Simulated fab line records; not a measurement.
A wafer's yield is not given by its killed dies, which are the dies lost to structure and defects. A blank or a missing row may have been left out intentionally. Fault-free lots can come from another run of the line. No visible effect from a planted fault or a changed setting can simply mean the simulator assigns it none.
Matching of chambers	flow n5Finfet	cvdCo-01 running N5_MOL_CONTACT_COAG_CO_FILL_22: 3 sister chambers
The step material Co, precursor CCTBA/H2, target thk 20 nm. 3 wafers are shown with their chamber, then 12 later ones without.

EACH WAFER AND ITS CHAMBER
wafer	chamber	heaterPowerOuterW (W)
L086.3	2	117
L086.4	1	129
L086.5	0	101

WAFERS WITHOUT THEIR CHAMBER
wafer	heaterPowerOuterW (W)
L089.2	131
L089.4	119
L089.6	128
L090.2	131
L090.4	131
L090.5	102
L091.1	102
L091.2	129
L091.4	102
L092.1	117
L092.4	132
L092.6	102

WHICH CHAMBER EACH WENT THROUGH
wafer	from the rows above	in truth
L089.2	1	1
L089.4	2	2
L089.6	1	1
L090.2	1	1
L090.4	1	1
L090.5	0	0
L091.1	0	0
L091.2	1	1
L091.4	0	0
L092.1	2	2
L092.4	1	1
L092.6	0	0
Correct placement for 12 of the 12. Left unplaced by these rows: 0. Wrongly placed: 0.
How it was worked out, from the rows above alone: a wafer's distance from a chamber is the root of the sum, over the readings, of the square of ((its reading less the chamber's mean) divided by the reading's scatter). The wafer belongs to the nearest chamber; if the next one is less than 2 further off, it can't be placed. Each chamber's mean is taken over the wafers shown for it. The scatter: with one shown wafer a chamber, the root of the mean of the squares of how far each hidden wafer lies from its nearest shown one.
